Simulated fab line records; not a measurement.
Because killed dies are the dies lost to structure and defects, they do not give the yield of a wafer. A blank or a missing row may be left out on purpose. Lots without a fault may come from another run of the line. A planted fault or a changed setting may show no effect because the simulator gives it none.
Matching of chambers    flow nandHarc    cmp-03 running NHARC_P_CONTACT_CMP_24: 4 sister chambers
The step polishes, t overpolish 30 s, target thk 200 nm. 8 wafers are shown with their chamber, then 8 later ones without.

== EACH WAFER AND ITS CHAMBER ==
wafer   chamber  motorCurrentA (A)  timeToEndpointS (s)
L082.4  3        10.9               39
L083.1  2        12.6               41
L083.3  1        11.5               41
L089.6  3        11.1               39
L088.1  1        11.1               45
L088.3  0        14.0               45
L088.5  0        12.9               43
L090.1  2        11.3               40

== WAFERS WITHOUT THEIR CHAMBER ==
wafer   motorCurrentA (A)  timeToEndpointS (s)
L090.3  13.5               40
L090.4  11.5               36
L094.1  12.4               39
L094.2  12.6               42
L094.6  12.6               39
L095.3  12.6               39
L095.5  11.2               42
L095.6  12.4               41

== THE CHAMBER EACH PASSED THROUGH ==
wafer   from the rows above                in truth
L090.3  can't be placed: 0 or 2 or 1 or 3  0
L090.4  can't be placed: 3 or 2            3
L094.1  can't be placed: 2 or 3 or 1       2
L094.2  can't be placed: 2 or 0 or 1 or 3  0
L094.6  can't be placed: 2 or 3 or 1 or 0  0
L095.3  can't be placed: 2 or 3 or 1 or 0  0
L095.5  can't be placed: 1 or 2 or 3       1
L095.6  can't be placed: 2 or 1 or 0 or 3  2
0 of 8 placed correctly. Can't be placed from these rows: 8 (the true chamber is among the candidates in 8). Wrongly placed: 0.
How it was worked out, from the rows above alone: a wafer's distance from a chamber is the root of the sum, over the readings, of the square of ((its reading less the chamber's mean) divided by the reading's scatter). The wafer belongs to the nearest chamber; if the next one is less than 2 further off, it can't be placed. Each chamber's mean is taken over the wafers shown for it. How the scatter is found: for the shown wafers, subtract from each reading the mean of its chamber, square and add these, divide the total by (wafers less chambers), then take the root.
